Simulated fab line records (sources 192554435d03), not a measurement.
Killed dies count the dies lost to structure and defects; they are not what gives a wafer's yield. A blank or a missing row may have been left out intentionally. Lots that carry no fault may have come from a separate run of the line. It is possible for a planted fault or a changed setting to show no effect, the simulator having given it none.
Chamber matching    flow n5-finfet    N5_BEOL_M6_CURE_74 on uv-cure-03: 3 sister chambers
The step cures SiCOH lowk, time 240 s. 5 wafers are shown with their chamber, then 8 later ones without.

WAFERS PAIRED WITH THEIR CHAMBERS
wafer   chamber  wafer_temp_C_max  lamp-power-pct (%)
L084.4  1        386.9             52.40
L084.6  1        386.4             52.30
L093.3  0        386.1             52.36
L093.4  0        386.4             52.28
L091.1  2        386.5             52.31

WAFERS WHOSE CHAMBER IS MISSING
wafer   wafer_temp_C_max  lamp-power-pct (%)
L091.2  386.6             52.30
L091.4  387.1             52.51
L095.1  386.0             52.38
L095.3  385.9             52.31
L095.4  386.6             52.34
L095.2  386.0             52.34
L095.5  385.8             52.38
L095.6  386.1             52.16

EACH ONE'S CHAMBER
wafer   from the rows above           in truth
L091.2  can't be placed: 2 or 1 or 0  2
L091.4  can't be placed: 1 or 2 or 0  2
L095.1  can't be placed: 0 or 2 or 1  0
L095.3  can't be placed: 0 or 2 or 1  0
L095.4  can't be placed: 1 or 2 or 0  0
L095.2  can't be placed: 0 or 2 or 1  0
L095.5  can't be placed: 0 or 2 or 1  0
L095.6  can't be placed: 0 or 2 or 1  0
Correctly placed: 0 of 8. Can't be placed from these rows: 8 (the true chamber is among the candidates in 8). Placed wrongly: 0.
How it was worked out, from the rows above alone: a wafer's distance from a chamber is the root of the sum, over the readings, of the square of ((its reading less the chamber's mean) divided by the reading's scatter). The wafer belongs to the nearest chamber; if the next one is less than 2 further off, it can't be placed. For every chamber, the mean is computed from those of its wafers that are shown. The scatter: take each reading less its chamber's mean, square it, sum over the shown wafers, divide by the number of wafers less the number of chambers, and take the root.
